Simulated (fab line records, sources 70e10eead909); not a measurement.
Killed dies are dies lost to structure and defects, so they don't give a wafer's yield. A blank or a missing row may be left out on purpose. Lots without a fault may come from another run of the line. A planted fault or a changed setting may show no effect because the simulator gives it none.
A struck lot beside a sound one | flow nand_harc | 15 steps out of a route of 1159
Sound: wafers L669.1, L669.5, L669.6. Struck: wafer L676.5. (L676.3 of the same lot was not struck and is left out.) The cause comes at the end.
At each step with rows: each side's tool, then ch and its chambers, then its first start. Under that, the readings that differ: sound wafers | struck wafers | difference of the means | sigmas: that difference in standard deviations of wafers without a fault.
alike: readings whose means differ by less than 2 such deviations, and words and numbers that are the same on both sides. not compared: withheld readings, readings that some wafer has no value for, bounds like >300 that may hide the same value, and numbers for which the record gives no deviation and whose values overlap.
The two part at a step that has a row with sigmas, a row that says differs or no value, or rows on one side only. Numbers that don't overlap but have no deviation are shown without sigmas and don't part them. A reading that every wafer of one side lacks parts them only if that side has two wafers or more.

first, 10 steps without rows for these wafers: NHARC_THIN_TSV_PVD_55 (deposits TiN, target thk 50 nm); NHARC_THIN_TSV_PVD_24 (deposits Al, target thk 800 nm); NHARC_THIN_TSV_DEHYDRATE_25 (time 120 s); NHARC_THIN_TSV_HMDS_26 (time 30 s); NHARC_THIN_TSV_COAT_27; NHARC_THIN_TSV_SOFTBAKE_28 (time 95 s); NHARC_THIN_TSV_EBR_29; NHARC_THIN_TSV_EXPOSE_30 (exposes mask PAD); NHARC_THIN_TSV_PEB_31 (peb time 85 s); NHARC_THIN_TSV_DEVELOP_32 (time 70 s).
NHARC_THIN_TSV_CD_MEAS_33: target cd 5000 nm.
  sound on cd_sem-02 ch 0, day 22 05:22; struck on cd_sem-03 ch 0, day 23 23:08
  reading    | sound                | struck | difference | sigmas
  cd_nm (nm) | 4996.1 4998.5 4996.4 | 5002.4 | +5.4       | +3
then, 1 step without rows for these wafers: NHARC_THIN_TSV_HARDBAKE_34 (time 80 s).
NHARC_THIN_TSV_DESCUM_35: chemistry O2, time 3 s.
  sound on rie_diel-01 ch 0,1,3, day 22 05:32; struck on rie_diel-01 ch 2, day 23 23:20
  reading          | sound          | struck | difference | sigmas
  run_length_s (s) | 23.6 24.2 23.5 | 21.8   | -2.0       | -7
  alike: drypump_motor_current_A, mfc_ar_sccm, oes_product_au, rf_vpp_V, showerhead_plenum_p_Torr, throttle_valve_pct
  not compared: rf_hours_counter_h
NHARC_THIN_TSV_ETCH_59: etches the open film in Cl2/BCl3, target depth 880 nm, time 138.1 s.
  sound on rie_metal-02 ch 0,1, day 22 05:41; struck on rie_metal-02 ch 1, day 23 23:29
  alike: drypump_motor_current_A, oes_product_au, throttle_valve_pct
  not compared: rf_hours_counter_h
then, 1 step without rows for these wafers: NHARC_END_SORT_01.

WHERE THEY PART
First at NHARC_THIN_TSV_CD_MEAS_33; last, within this record, at NHARC_THIN_TSV_DESCUM_35. Later steps at which nothing parts them and some readings are alike: NHARC_THIN_TSV_ETCH_59.

WHY: what the simulator had put in
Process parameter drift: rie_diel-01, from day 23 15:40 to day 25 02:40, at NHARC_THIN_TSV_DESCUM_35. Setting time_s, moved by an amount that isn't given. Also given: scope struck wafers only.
